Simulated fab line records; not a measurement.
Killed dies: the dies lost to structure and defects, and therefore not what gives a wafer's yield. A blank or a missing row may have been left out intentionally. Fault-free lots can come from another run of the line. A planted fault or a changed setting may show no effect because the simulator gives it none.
fab line records	flow n5_finfet	part 1 of 2: steps 1 to 19 of 26
record: lots: 5	wafers: 15	last_day: 18
route steps=1938 shown BEOL_M15@1783
lots that met no fault: from a run of the same line without faults
start_h: hours from the record's opening day to when the first of the lot's shown wafers began	wait_h: hours since the lot's step before	" unchanged from the row above	L1.1+2: one row covering several wafers at once	- no value, or no start was given	* or withheld: withheld	< > ~ a bound
route shown NAME@n: a module of which the file shows steps, and the number in the route of the first	usual: the fault-free wafers' mean and standard deviation	same: alike in all rows	chamber/n: place in a boat	sites: each site's reading	_std_site: the values' standard deviation	_edge_site: inner sites' mean taken away from outer sites' mean	radius_mm: how far each site lies from the wafer's centre	mask NAME#n: copy n	behind: the tool/chamber that last shaped the wafer	hold: why the lot was held/for how many hours/how that ended	device: the transistor (n, p or np) that didn't switch	end of line: tests of these same wafers at the route's end	a step without rows: its recipe alone	killed: at the first sort, the dies lost to defects and structure; wafer yield is something else	map: a wafer's dies, x killed, . not, _ none there
set.NAME: the setting that was run; set.NAME@STEP: the one run at that earlier step	model.NAME: the simulator's own value behind a step, which no gauge read
lots at selected steps of the route; one table per step, one row per wafer
services: when a tool's chamber went out of use (start_h, in hours from the record's first day, below 0 if earlier), for how many hours, and the reason
== steps ==
step: N5_BEOL_M15_CD_MEAS_10
recipe: target_cd_nm: 360	landing_energy_ev: 500	detector: se_inlens	polarity: opening
usual: cd_nm: 360.9/1.9
lot.wafer	tool	chamber	start_h	wait_h	cd_nm
L076.3	cd_sem-02	0	296.02	-	360.9
L076.4	"	0	"	"	362.1
L076.5	"	0	"	"	360.7
L078.2	cd_sem-03	0	311.70	-	359.1
L078.5	"	0	"	"	360.4
L078.6	"	0	"	"	360.4
L080.1	cd_sem-02	0	312.56	-	363.6
L080.2	"	0	"	"	360.7
L080.4	"	0	"	"	364.7
L082.3	cd_sem-01	0	331.61	-	362.2
L082.4	"	0	"	"	364.7
L082.5	"	0	"	"	360.6
L094.3	cd_sem-03	0	417.67	-	357.9
L094.4	"	0	"	"	359.4
L094.6	"	0	"	"	360.2
step: N5_BEOL_M15_OVL_MEAS_11
recipe: points_per_wafer: 44
usual: V14_OVL: 0/5.4
lot.wafer	tool	chamber	start_h	wait_h	V14_OVL[nm]
L076.3	overlay-02	0	296.05	0.0	8
L076.4	"	0	"	"	7
L076.5	"	0	"	"	2
L078.2	overlay-02	0	311.73	0.0	1
L078.5	"	0	"	"	2
L078.6	"	0	"	"	4
L080.1	overlay-02	0	312.59	0.0	2
L080.2	"	0	"	"	3
L080.4	"	0	"	"	8
L082.3	overlay-02	0	331.64	0.0	-1
L082.4	"	0	"	"	-5
L082.5	"	0	"	"	-11
L094.3	overlay-02	0	417.70	0.0	0
L094.4	"	0	"	"	-5
L094.6	"	0	"	"	-3
step: N5_BEOL_M15_INSPECT_12
recipe: mode: adi	inspect_instrument: macro
usual: raw_defect_count: 2.1/1.4
lot.wafer	tool	chamber	start_h	wait_h	raw_defect_count
L076.3	defect_inspect-02	-	296.08	0.0	2
L076.4	"	-	"	"	1
L076.5	"	-	"	"	0
L078.2	defect_inspect-02	-	311.75	0.0	2
L078.5	"	-	"	"	0
L078.6	"	-	"	"	1
L080.1	defect_inspect-02	-	312.62	0.0	2
L080.2	"	-	"	"	3
L080.4	"	-	"	"	1
L082.3	defect_inspect-02	-	331.66	0.0	3
L082.4	"	-	"	"	6
L082.5	"	-	"	"	0
L094.3	defect_inspect-01	-	417.73	0.0	0
L094.4	"	-	"	"	3
L094.6	"	-	"	"	1
step: N5_BEOL_M15_DESCUM_15
recipe: chemistry: O2	time_s: 7.9	source_power_w: 50	bias_power_w: 20	pressure_mtorr: 20	rf_frequency_hz: 2.712e+07	temp_c: 40	o2_flow_sccm: 225
usual: drypump_motor_current_A: 5.8/0.52	o2_flow_sccm: 225.1/0.7	oes_product_au: 0.76/0.081	rf_vpp_V: 242.9/1.3	showerhead_plenum_p_Torr: 2.08/0.071	throttle_valve_pct: 20.53/0.29
lot.wafer	tool	chamber	start_h	wait_h	drypump_motor_current_A	o2_flow_sccm	oes_product_au	rf_hours_counter_h	rf_vpp_V	showerhead_plenum_p_Torr	throttle_valve_pct
L076.3	rie_diel-04	1	296.11	0.0	6.1	226.0	0.75	154	242.0	2.00	20.77
L076.4	"	3	"	"	5.9	224.7	0.72	203	243.6	2.06	20.53
L076.5	"	3	"	"	5.9	223.9	0.72	-	242.8	2.06	20.52
L078.2	rie_diel-04	2	311.79	0.0	5.3	224.1	0.89	34	243.0	2.04	20.24
L078.5	"	1	"	"	6.1	224.3	0.75	-	240.9	2.00	20.76
L078.6	"	2	"	"	5.3	224.9	0.89	-	241.1	2.04	20.25
L080.1	rie_diel-01	3	312.77	0.1	6.2	224.5	0.72	209	244.3	2.17	20.31
L080.2	"	0	"	"	6.1	224.7	0.87	38	243.3	2.05	20.01
L080.4	"	2	"	"	5.7	226.2	0.72	207	245.4	2.14	20.55
L082.3	rie_diel-04	3	331.70	0.0	6.0	226.1	0.72	216	242.7	2.05	20.56
L082.4	"	3	"	"	5.9	225.8	0.72	-	242.6	2.05	20.56
L082.5	"	2	"	"	5.2	224.1	0.87	-	242.4	2.04	20.27
L094.3	rie_diel-04	0	417.87	0.1	5.9	226.0	0.92	23	244.8	2.13	19.83
L094.4	"	0	"	"	5.9	226.1	0.91	-	243.0	2.13	19.82
L094.6	"	1	"	"	6.1	225.1	0.72	-	241.3	1.98	20.84
step: N5_BEOL_M15_ETCH_59
recipe: chemistry: N2/H2	target: BARC	target_depth_a: 890	overetch_a: 267	time_s: 67.9	ion_energy_ev: 200	pressure_mtorr: 30	source_w: 840	bias_w: 150	n2_flow_sccm: 200	h2_flow_sccm: 200
usual: drypump_motor_current_A: 5.8/0.52	oes_product_au: 0.65/0.064	rf_vpp_V: 523.5/2.3	showerhead_plenum_p_Torr: 2.53/0.079	throttle_valve_pct: 18.0/0.33
lot.wafer	tool	chamber	start_h	wait_h	drypump_motor_current_A	oes_product_au	rf_hours_counter_h	rf_vpp_V	showerhead_plenum_p_Torr	throttle_valve_pct
L076.3	rie_diel-04	1	296.14	0.0	6.1	0.65	154	522.2	2.45	18.5
L076.4	"	3	"	"	5.9	0.61	203	522.8	2.53	18.1
L076.5	"	3	"	"	6.0	0.61	-	522.4	2.53	18.1
L078.2	rie_diel-04	2	311.82	0.0	5.2	0.75	35	523.2	2.50	17.8
L078.5	"	1	"	"	6.1	0.64	-	521.8	2.45	18.5
L078.6	"	2	"	"	5.2	0.75	-	522.3	2.50	17.8
L080.1	rie_diel-01	3	312.80	0.0	6.2	0.61	209	526.6	2.64	17.9
L080.2	"	0	"	"	6.2	0.73	38	522.1	2.50	17.4
L080.4	"	2	"	"	5.7	0.63	207	526.3	2.62	18.1
L082.3	rie_diel-04	3	331.73	0.0	5.9	0.61	216	523.4	2.52	18.2
L082.4	"	3	"	"	5.9	0.60	-	521.5	2.52	18.2
L082.5	"	2	"	"	5.3	0.74	-	521.5	2.50	17.8
L094.3	rie_diel-04	0	417.91	0.0	5.9	0.77	23	526.5	2.60	17.3
L094.4	"	0	"	"	5.9	0.77	-	523.5	2.60	17.3
L094.6	"	1	"	"	6.1	0.63	-	520.3	2.44	18.5
step: N5_BEOL_M15_VIA_ETCH_16
recipe: chemistry: C4F8/O2/Ar	target: SiO2	he_inner_torr: 15	he_outer_torr: 30	target_depth_a: 17922	time_s: withheld	ion_energy_ev: 800	pressure_mtorr: 20	source_w: 1905	bias_w: 2040	Ar_flow_sccm: 400	C4F8_flow_sccm: 16	O2_flow_sccm: 12	ends: cleared
usual: drypump_motor_current_A: 5.8/0.52	oes_ar_750_au: 0.76/0.072	oes_product_au: 0.68/0.071	rf_vpp_V: 2229/26	showerhead_plenum_p_Torr: 3.42/0.11	throttle_valve_pct: 31.0/0.3
lot.wafer	tool	chamber	start_h	wait_h	drypump_motor_current_A	oes_ar_750_au	oes_product_au	rf_vpp_V	showerhead_plenum_p_Torr	throttle_valve_pct
L076.3	rie_diel-04	1	296.20	0.0	6.1	0.76	0.68	2227	3.29	31.2
L076.4	"	3	"	"	6.0	0.71	0.65	2262	3.42	31.1
L076.5	"	3	"	"	6.0	0.71	0.65	2263	3.42	31.1
L078.2	rie_diel-04	2	311.87	0.0	5.3	0.88	0.80	2219	3.38	30.9
L078.5	"	1	"	"	6.1	0.76	0.68	2228	3.29	31.2
L078.6	"	2	"	"	5.3	0.88	0.79	2221	3.38	30.9
L080.1	rie_diel-01	3	312.85	0.0	6.2	0.73	0.66	2227	3.55	30.8
L080.2	"	0	"	"	6.1	0.84	0.77	2260	3.37	30.4
L080.4	"	2	"	"	5.7	0.74	0.65	2179	3.56	31.2
L082.3	rie_diel-04	3	331.78	0.0	6.0	0.70	0.64	2261	3.41	31.1
L082.4	"	3	"	"	6.0	0.69	0.65	2261	3.41	31.1
L082.5	"	2	"	"	5.2	0.86	0.78	2220	3.38	30.9
L094.3	rie_diel-04	0	417.96	0.0	5.9	0.90	0.83	2261	3.53	30.4
L094.4	"	0	"	"	5.9	0.89	0.83	2262	3.53	30.4
L094.6	"	1	"	"	6.1	0.73	0.65	2228	3.27	31.3
step: N5_BEOL_M15_STRIP_63
recipe: chemistry: O2	power_w: 600	temp_c: 60	pressure_mtorr: 30	rf_frequency_hz: 6e+07	bias_power_w: 0	overash_fraction: 0.3	o2_flow_sccm: 225
usual: drypump_motor_current_A: 5.8/0.52	o2_flow_sccm: 224.9/0.74	oes_product_au: 0.76/0.081	rf_vpp_V: 3.7/0.72	showerhead_plenum_p_Torr: 2.08/0.071	throttle_valve_pct: 16.78/0.28
lot.wafer	tool	chamber	start_h	wait_h	drypump_motor_current_A	o2_flow_sccm	oes_product_au	rf_hours_counter_h	rf_vpp_V	showerhead_plenum_p_Torr	throttle_valve_pct
L076.3	rie_diel-04	1	-	-	6.1	225.0	0.76	154	3.8	2.00	17.01
L076.4	"	3	"	"	5.9	222.7	0.72	204	2.9	2.06	16.83
L076.5	"	3	"	"	5.9	225.0	0.72	-	3.2	2.06	16.83
L078.2	rie_diel-04	2	-	-	5.3	225.0	0.88	35	2.6	2.05	16.45
L078.5	"	1	"	"	6.1	225.2	0.76	-	4.3	2.00	17.00
L078.6	"	2	"	"	5.3	225.8	0.89	-	3.2	2.05	16.46
L080.1	rie_diel-01	3	-	-	6.2	224.5	0.71	209	4.4	2.17	16.57
L080.2	"	0	"	"	6.2	224.8	0.87	39	3.0	2.05	16.26
L080.4	"	2	"	"	5.7	224.8	0.72	207	4.3	2.15	16.83
L082.3	rie_diel-04	3	-	-	6.0	226.0	0.71	217	3.0	2.06	16.83
L082.4	"	3	"	"	6.0	225.0	0.71	-	3.1	2.06	16.88
L082.5	"	2	"	"	5.2	225.0	0.86	-	4.3	2.05	16.50
L094.3	rie_diel-04	0	-	-	5.9	224.1	0.93	24	3.5	2.14	16.12
L094.4	"	0	"	"	5.9	223.7	0.93	-	3.6	2.14	16.12
L094.6	"	1	"	"	6.1	225.1	0.73	-	3.0	1.99	17.08
step: N5_BEOL_M15_STRIP_64
recipe: chemistry: O2	power_w: 600	temp_c: 60	pressure_mtorr: 30	rf_frequency_hz: 6e+07	bias_power_w: 0	overash_fraction: 0.3	o2_flow_sccm: 225
usual: drypump_motor_current_A: 5.8/0.52	o2_flow_sccm: 224.9/0.6	oes_product_au: 0.76/0.08	rf_vpp_V: 3.6/0.47	showerhead_plenum_p_Torr: 2.08/0.071	throttle_valve_pct: 16.78/0.29
lot.wafer	tool	chamber	start_h	wait_h	drypump_motor_current_A	o2_flow_sccm	oes_product_au	rf_hours_counter_h	rf_vpp_V	showerhead_plenum_p_Torr	throttle_valve_pct
L076.3	rie_diel-04	1	-	-	6.1	225.5	0.76	154	4.8	2.00	16.99
L076.4	"	3	"	"	5.9	225.2	0.71	204	3.4	2.06	16.83
L076.5	"	3	"	"	5.9	224.6	0.73	-	3.6	2.06	16.84
L078.2	rie_diel-04	2	-	-	5.3	224.6	0.88	35	4.9	2.05	16.46
L078.5	"	1	"	"	6.1	224.3	0.75	-	3.9	2.00	17.02
L078.6	"	2	"	"	5.2	225.1	0.88	-	4.0	2.05	16.47
L080.1	rie_diel-01	3	-	-	6.2	224.8	0.71	209	3.9	2.17	16.57
L080.2	"	0	"	"	6.1	224.8	0.87	39	3.1	2.05	16.28
L080.4	"	2	"	"	5.7	225.9	0.72	207	4.0	2.14	16.83
L082.3	rie_diel-04	3	-	-	6.0	224.9	0.71	217	2.6	2.06	16.86
L082.4	"	3	"	"	6.0	224.4	0.72	-	3.2	2.06	16.85
L082.5	"	2	"	"	5.2	225.0	0.86	-	3.1	2.05	16.48
L094.3	rie_diel-04	0	-	-	5.9	225.6	0.91	24	3.7	2.14	16.12
L094.4	"	0	"	"	5.9	225.1	0.92	-	4.0	2.14	16.12
L094.6	"	1	"	"	6.1	225.3	0.73	-	3.9	1.99	17.09
step: N5_BEOL_M15_STRIP_65
recipe: chemistry: post_etch_residue_remover	time_s: 60	temp_c: 25	remover_ph: withheld	remover_water_wt_pct: withheld	remover_fluoride_wt_pct: withheld
lot.wafer	tool	chamber	start_h	wait_h
L076.3+4+5	wet_bench-02	2,7,6	296.55	-
L078.2+5+6	wet_bench-02	1,3,6	312.22	-
L080.1+2+4	wet_bench-04	3,2,0	313.20	-
L082.3+4+5	wet_bench-04	5,6,0	332.14	-
L094.3+4+6	wet_bench-04	0,4,1	418.31	-
step: N5_BEOL_M15_SRD_66
recipe: time_s: 30	temp_c: 23	rinse_liquid: diw	dry: n2_spin	spin_rpm: 1500	dry_time_s: 30
lot.wafer	tool	chamber	start_h	wait_h
L076.3+4+5	wet_bench-02	2,7,6	296.57	0.0
L078.2+5+6	wet_bench-02	1,3,6	312.24	0.0
L080.1+2+4	wet_bench-04	3,2,0	313.22	0.0
L082.3+4+5	wet_bench-04	5,6,0	332.16	0.0
L094.3+4+6	wet_bench-04	0,4,1	418.33	0.0
step: N5_BEOL_M15_CD_MEAS_17
recipe: target_cd_nm: 360	polarity: opening
usual: cd_nm: 361.8/2.3
lot.wafer	tool	chamber	start_h	wait_h	cd_nm
L076.3	cd_sem-02	-	296.61	0.0	362.2
L076.4	"	-	"	"	361.5
L076.5	"	-	"	"	360.7
L078.2	cd_sem-02	-	312.29	0.0	360.8
L078.5	"	-	"	"	363.4
L078.6	"	-	"	"	361.5
L080.1	cd_sem-01	-	313.26	0.0	366.6
L080.2	"	-	"	"	362.1
L080.4	"	-	"	"	367.6
L082.3	cd_sem-02	-	332.20	0.0	361.9
L082.4	"	-	"	"	364.4
L082.5	"	-	"	"	362.0
L094.3	cd_sem-01	-	418.37	0.0	359.6
L094.4	"	-	"	"	361.8
L094.6	"	-	"	"	360.2
step: N5_BEOL_M15_COAT_56
recipe: resist: SOC	temp_c: 250	time_s: 60	spin_rpm: 1500	resist_thk_nm: 550
usual: exhaust_pa: 44.9/1	resist_line_temp_C: 23.00/0.12
lot.wafer	tool	chamber	start_h	wait_h	exhaust_pa	resist_line_temp_C
L076.3	litho_track-05	0	296.65	0.0	45.6	23.06
L076.4	"	0	"	"	44.9	22.94
L076.5	"	0	"	"	46.1	22.89
L078.2	litho_track-01	0	312.33	0.0	44.0	22.92
L078.5	"	0	"	"	44.7	22.85
L078.6	"	0	"	"	43.5	22.88
L080.1	litho_track-04	0	313.30	0.0	43.3	22.98
L080.2	"	0	"	"	44.5	23.16
L080.4	"	0	"	"	43.7	22.93
L082.3	litho_track-04	0	332.25	0.0	43.5	22.93
L082.4	"	0	"	"	44.3	22.84
L082.5	"	0	"	"	43.0	23.01
L094.3	litho_track-05	0	418.42	0.0	44.3	23.03
L094.4	"	0	"	"	45.7	23.06
L094.6	"	0	"	"	46.0	22.97
step: N5_BEOL_M15_ETCH_57
recipe: chemistry: N2/H2	target: SOC	source_w: 3000	bias_w: 350	time_s: 750	ion_energy_ev: 200	pressure_mtorr: 30	n2_flow_sccm: 200	h2_flow_sccm: 200
usual: drypump_motor_current_A: 5.8/0.54	oes_product_au: 0.76/0.082	rf_vpp_V: 523.6/2.3	showerhead_plenum_p_Torr: 2.54/0.076	throttle_valve_pct: 17.95/0.3
lot.wafer	tool	chamber	start_h	wait_h	drypump_motor_current_A	oes_product_au	rf_hours_counter_h	rf_vpp_V	showerhead_plenum_p_Torr	throttle_valve_pct
L076.3	rie_diel-04	2	296.71	-	5.2	0.88	30	521.7	2.50	17.66
L076.4	"	1	"	"	6.1	0.75	154	520.2	2.45	18.37
L076.5	"	2	"	"	5.2	0.89	-	522.6	2.50	17.67
L078.2	rie_diel-03	3	312.39	-	6.4	0.81	104	521.8	2.45	17.65
L078.5	"	1	"	"	6.1	0.70	-	525.5	2.62	18.00
L078.6	"	2	"	"	4.7	0.73	-	525.0	2.63	18.13
L080.1	rie_diel-04	1	313.49	-	6.2	0.74	161	520.4	2.45	18.39
L080.2	"	3	"	"	5.9	0.71	210	522.7	2.52	18.03
L080.4	"	3	"	"	5.9	0.72	-	522.7	2.52	18.04
L082.3	rie_diel-04	1	332.30	-	6.1	0.74	168	519.9	2.45	18.39
L082.4	"	1	"	"	6.1	0.73	-	523.0	2.45	18.39
L082.5	"	2	"	"	5.3	0.87	-	521.9	2.50	17.69
L094.3	rie_diel-01	3	418.47	-	6.2	0.70	243	525.8	2.63	17.82
L094.4	"	1	"	"	6.2	1.00	1	528.6	2.74	17.72
L094.6	"	2	"	"	5.7	0.69	-	525.3	2.61	18.04
step: N5_BEOL_M15_COAT_60
recipe: resist: BARC	temp_c: 205	time_s: 60	spin_rpm: 1500	resist_thk_nm: 89
usual: exhaust_pa: 45.2/0.66	resist_line_temp_C: 23.00/0.11
lot.wafer	tool	chamber	start_h	wait_h	exhaust_pa	resist_line_temp_C
L076.3	litho_track-04	0	297.21	0.3	44.1	23.10
L076.4	"	0	"	"	44.2	23.10
L076.5	"	0	"	"	44.3	23.16
L078.2	litho_track-05	0	312.89	0.3	44.4	23.03
L078.5	"	0	"	"	46.0	22.91
L078.6	"	0	"	"	45.6	23.07
L080.1	litho_track-01	0	313.99	0.3	45.4	23.20
L080.2	"	0	"	"	44.8	23.08
L080.4	"	0	"	"	45.8	23.02
L082.3	litho_track-01	0	332.81	0.3	45.8	22.94
L082.4	"	0	"	"	45.4	22.75
L082.5	"	0	"	"	44.8	23.02
L094.3	litho_track-01	0	418.97	0.3	44.3	23.01
L094.4	"	0	"	"	45.8	22.96
L094.6	"	0	"	"	46.1	22.97
step: N5_BEOL_M15_COAT_22
recipe: spin_rpm: 1704	resist_thk_nm: 800
usual: exhaust_pa: 45.0/0.97	resist_line_temp_C: 23.01/0.11
lot.wafer	tool	chamber	start_h	wait_h	exhaust_pa	resist_line_temp_C
L076.3	litho_track-04	0	-	-	44.9	22.91
L076.4	"	0	"	"	44.5	22.99
L076.5	"	0	"	"	46.3	23.08
L078.2	litho_track-05	0	-	-	46.3	22.96
L078.5	"	0	"	"	46.5	22.98
L078.6	"	0	"	"	46.3	23.05
L080.1	litho_track-01	0	-	-	44.3	23.23
L080.2	"	0	"	"	45.7	23.03
L080.4	"	0	"	"	45.4	22.93
L082.3	litho_track-01	0	-	-	45.6	23.05
L082.4	"	0	"	"	45.4	22.89
L082.5	"	0	"	"	45.5	23.00
L094.3	litho_track-01	0	-	-	43.5	22.78
L094.4	"	0	"	"	43.4	22.86
L094.6	"	0	"	"	44.7	22.81
step: N5_BEOL_M15_EBR_24
recipe: solvent: PGMEA	ebr_width_mm: 1.5
usual: exhaust_pa: 45.1/0.84	resist_line_temp_C: 23.00/0.1
lot.wafer	tool	chamber	start_h	wait_h	exhaust_pa	resist_line_temp_C
L076.3	litho_track-04	0	-	-	43.3	22.93
L076.4	"	0	"	"	44.5	22.90
L076.5	"	0	"	"	46.2	23.01
L078.2	litho_track-05	0	-	-	44.2	23.01
L078.5	"	0	"	"	45.8	22.96
L078.6	"	0	"	"	45.5	22.98
L080.1	litho_track-01	0	-	-	46.1	22.94
L080.2	"	0	"	"	46.2	23.02
L080.4	"	0	"	"	45.5	23.13
L082.3	litho_track-01	0	-	-	45.7	22.93
L082.4	"	0	"	"	44.8	23.05
L082.5	"	0	"	"	45.8	22.99
L094.3	litho_track-01	0	-	-	45.3	22.94
L094.4	"	0	"	"	45.5	22.77
L094.6	"	0	"	"	46.5	22.88
step: N5_BEOL_M15_SOFTBAKE_23
recipe: temp_c: 130	time_s: 60
usual: exhaust_pa: 45.0/0.89	resist_line_temp_C: 23.01/0.11
lot.wafer	tool	chamber	start_h	wait_h	exhaust_pa	resist_line_temp_C
L076.3	litho_track-04	0	-	-	46.5	22.91
L076.4	"	0	"	"	44.6	22.97
L076.5	"	0	"	"	44.8	22.81
L078.2	litho_track-05	0	-	-	44.1	22.97
L078.5	"	0	"	"	45.4	22.86
L078.6	"	0	"	"	44.9	22.89
L080.1	litho_track-01	0	-	-	44.4	22.94
L080.2	"	0	"	"	43.3	22.97
L080.4	"	0	"	"	44.5	22.98
L082.3	litho_track-01	0	-	-	45.6	22.85
L082.4	"	0	"	"	45.3	23.03
L082.5	"	0	"	"	45.1	22.96
L094.3	litho_track-01	0	-	-	45.0	22.86
L094.4	"	0	"	"	44.3	22.82
L094.6	"	0	"	"	44.6	22.97
step: N5_BEOL_M15_EXPOSE_25
recipe: mask_id: M15	na: 0.8	source_shape: annular	sigma_inner: 0.5	sigma_outer: 0.8	polarization: unpolarized	target_cd_nm: 400	dose_mj: 35.5
same: sigma_inner: 0.5
lot.wafer	tool	chamber	start_h	wait_h	mask
L076.3+4+5	krf_scanner-02	0	297.32	-	M15#0
L078.2+5+6	krf_scanner-01	0	312.99	-	M15#0
L080.1+2+4	krf_scanner-02	0	314.22	-	M15#0
L082.3+4+5	krf_scanner-02	0	333.04	-	M15#0
L094.3+4+6	krf_scanner-01	0	419.21	-	M15#0
step: N5_BEOL_M15_PEB_26
recipe: peb_temp_c: 130	peb_time_s: 90
usual: exhaust_pa: 44.9/0.91	resist_line_temp_C: 22.97/0.1
lot.wafer	tool	chamber	start_h	wait_h	exhaust_pa	resist_line_temp_C
L076.3	litho_track-04	0	297.37	0.0	44.2	23.08
L076.4	"	0	"	"	45.7	23.01
L076.5	"	0	"	"	45.0	23.01
L078.2	litho_track-01	0	313.05	0.0	44.7	22.82
L078.5	"	0	"	"	45.6	22.83
L078.6	"	0	"	"	45.5	22.88
L080.1	litho_track-05	0	314.27	0.1	45.3	23.11
L080.2	"	0	"	"	46.0	23.10
L080.4	"	0	"	"	44.1	23.14
L082.3	litho_track-01	0	333.09	0.0	47.2	23.00
L082.4	"	0	"	"	44.7	22.96
L082.5	"	0	"	"	46.2	22.98
L094.3	litho_track-04	0	419.26	0.0	44.0	23.10
L094.4	"	0	"	"	44.4	23.01
L094.6	"	0	"	"	43.8	23.13
